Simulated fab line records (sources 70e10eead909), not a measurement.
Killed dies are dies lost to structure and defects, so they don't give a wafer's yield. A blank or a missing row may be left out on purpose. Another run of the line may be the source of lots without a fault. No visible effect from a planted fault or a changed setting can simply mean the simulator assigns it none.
8D (eight disciplines) problem report, filled in by code ; flow nandHarc ; the parts of the form that need people (team, actions taken, sign-off) are left out

== 1. WHAT WENT WRONG ==
Mean of timeToEndpointS at NHARC_P_M0_CMP_23: 12.7 s across 3 wafers in 2 lots; on wafers with no fault it is 29.3 s (standard deviation 2.5). Relative to the usual mean, that is a shift of -6.6 standard deviations.
The step: polishes, t overpolish 20 s, target thk 117.53 nm.
First seen on wafer L767.1, day 9 06:32, on cmp-02. Wafers with a number at this step in the record: 36, from 12 lots. Rule for "out" (also "out of limits"): further than 4 standard deviations from the usual mean. The rest of the wafers with a number are treated as sound.

== 2. WHAT IT IS AND WHAT IT IS NOT ==
question;is;is not
which readings at this step;timeToEndpointS;-
which lots;L767, L769;L754, L755, L756, L757, L759, L760, L761, L762, L764, L765
which wafers of those lots;L767.1, L767.5, L769.1;L767.3, L769.3, L769.6
read on which tools;cmp-01, cmp-02;cmp-03
when;from day 9 06:32;"up to then (31 sound wafers); but 2 sound wafers of L769 came after"

== 3. SUSPECTS, AND WHAT RULES EACH OUT ==
Counting: a tool at a process step up to the reading stays a suspect if it ran every lot that is out. Sound lots after the first of them don't rule it out here, since some wafers of a struck lot are sound.
- ecdCu-02 at NHARC_P_M0_ECD_22 (material Cu, target thk 400 nm): kept. It processed each lot that is out (first: L767, day 9 05:49); up to then, its last sound lot is L764 (day 8 03:55).
- rtpAnneal-02 at NHARC_P_M0_ANNEAL_30 (time 90 s): kept. It processed each lot that is out (first: L767, day 9 06:08); up to then, its last sound lot is L760 (day 7 15:32).
After counting, ecdCu-02 at NHARC_P_M0_ECD_22 and rtpAnneal-02 at NHARC_P_M0_ANNEAL_30 remain.

== 4. THE CAUSE (what the simulator had put in) ==
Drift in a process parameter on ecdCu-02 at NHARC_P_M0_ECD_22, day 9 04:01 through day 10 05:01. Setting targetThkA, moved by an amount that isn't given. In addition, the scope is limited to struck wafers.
2 suspects survive the count, and this tool is in that group.

== 5. SEQUENCE OF EFFECTS, ordered by route ==
Each row: a reading where the mean over the struck wafers with a number is more than 3 standard deviations away from the usual. Only readings for which the record gives a usual standard deviation are gone through. hours: the time from each lot's start at the first step in this table that gives one to its start at this step, as a median over the lots. sigmas: the change in usual standard deviations.
hours;step;reading;usual;on struck wafers;change;sigmas
0;NHARC_P_M0_CMP_23;timeToEndpointS;29.3 s;12.7;-16.6;-6.6
Process steps it contains:
- NHARC_P_M0_CMP_23: polishes, t overpolish 20 s, target thk 117.53 nm.

== 6. WHAT WOULD HAVE CAUGHT IT SOONER ==
The fault began at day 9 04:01; the first out-of-limits reading in this record came at day 9 06:32, 3 hours later.
Of the lots that are out (2), L769 began NHARC_P_M0_ECD_22 on ecdCu-02 after day 9 06:32. A tool hold placed at that time would have kept it from harm.
